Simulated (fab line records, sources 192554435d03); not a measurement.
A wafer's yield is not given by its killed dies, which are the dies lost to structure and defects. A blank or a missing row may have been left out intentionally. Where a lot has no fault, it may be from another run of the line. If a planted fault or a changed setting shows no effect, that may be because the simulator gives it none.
Matching of chambers :: flow n5-finfet :: N5_BEOL_M13_ETCH_67 on rie-diel-02 has 4 sister chambers
The step etches SiARC in CF4, target depth 143 nm, time 238.3 s. 8 wafers are shown with their chamber, then 9 later ones without.

WAFERS, EACH WITH ITS CHAMBER
wafer: L074.5
chamber: 1
drypump-motor-current-A (A): 5.65
showerhead-plenum-p-Torr (Torr): 2.07

wafer: L079.6
chamber: 3
drypump-motor-current-A (A): 5.37
showerhead-plenum-p-Torr (Torr): 2.04

wafer: L080.6
chamber: 3
drypump-motor-current-A (A): 5.36
showerhead-plenum-p-Torr (Torr): 2.04

wafer: L081.4
chamber: 2
drypump-motor-current-A (A): 5.82
showerhead-plenum-p-Torr (Torr): 2.15

wafer: L081.5
chamber: 0
drypump-motor-current-A (A): 5.12
showerhead-plenum-p-Torr (Torr): 2.18

wafer: L087.1
chamber: 2
drypump-motor-current-A (A): 5.81
showerhead-plenum-p-Torr (Torr): 2.14

wafer: L087.5
chamber: 1
drypump-motor-current-A (A): 5.66
showerhead-plenum-p-Torr (Torr): 2.06

wafer: L087.6
chamber: 0
drypump-motor-current-A (A): 5.10
showerhead-plenum-p-Torr (Torr): 2.17

WAFERS WHOSE CHAMBER IS MISSING
wafer: L088.1
drypump-motor-current-A (A): 5.33
showerhead-plenum-p-Torr (Torr): 2.03

wafer: L088.4
drypump-motor-current-A (A): 5.11
showerhead-plenum-p-Torr (Torr): 2.17

wafer: L088.5
drypump-motor-current-A (A): 5.33
showerhead-plenum-p-Torr (Torr): 2.03

wafer: L091.1
drypump-motor-current-A (A): 5.84
showerhead-plenum-p-Torr (Torr): 2.14

wafer: L091.4
drypump-motor-current-A (A): 5.61
showerhead-plenum-p-Torr (Torr): 2.06

wafer: L091.5
drypump-motor-current-A (A): 5.64
showerhead-plenum-p-Torr (Torr): 2.06

wafer: L095.3
drypump-motor-current-A (A): 5.10
showerhead-plenum-p-Torr (Torr): 2.16

wafer: L095.5
drypump-motor-current-A (A): 5.65
showerhead-plenum-p-Torr (Torr): 2.06

wafer: L095.6
drypump-motor-current-A (A): 5.83
showerhead-plenum-p-Torr (Torr): 2.14

WHICH CHAMBER EACH WENT THROUGH
wafer: L088.1
from the rows above: 3
in truth: 3

wafer: L088.4
from the rows above: 0
in truth: 0

wafer: L088.5
from the rows above: 3
in truth: 3

wafer: L091.1
from the rows above: 2
in truth: 2

wafer: L091.4
from the rows above: 1
in truth: 1

wafer: L091.5
from the rows above: 1
in truth: 1

wafer: L095.3
from the rows above: 0
in truth: 0

wafer: L095.5
from the rows above: 1
in truth: 1

wafer: L095.6
from the rows above: 2
in truth: 2
9 of 9 placed correctly. Number that these rows cannot place: 0. Number placed wrongly: 0.
How it was worked out, from the rows above alone: a wafer's distance from a chamber is the root of the sum, over the readings, of the square of ((its reading less the chamber's mean) divided by the reading's scatter). The wafer belongs to the nearest chamber; if the next one is less than 2 further off, it can't be placed. A chamber's mean is the mean of its shown wafers. The scatter is the square root of a quotient: the sum, over the shown wafers, of each reading's squared deviation from its chamber's mean, divided by wafers minus chambers.
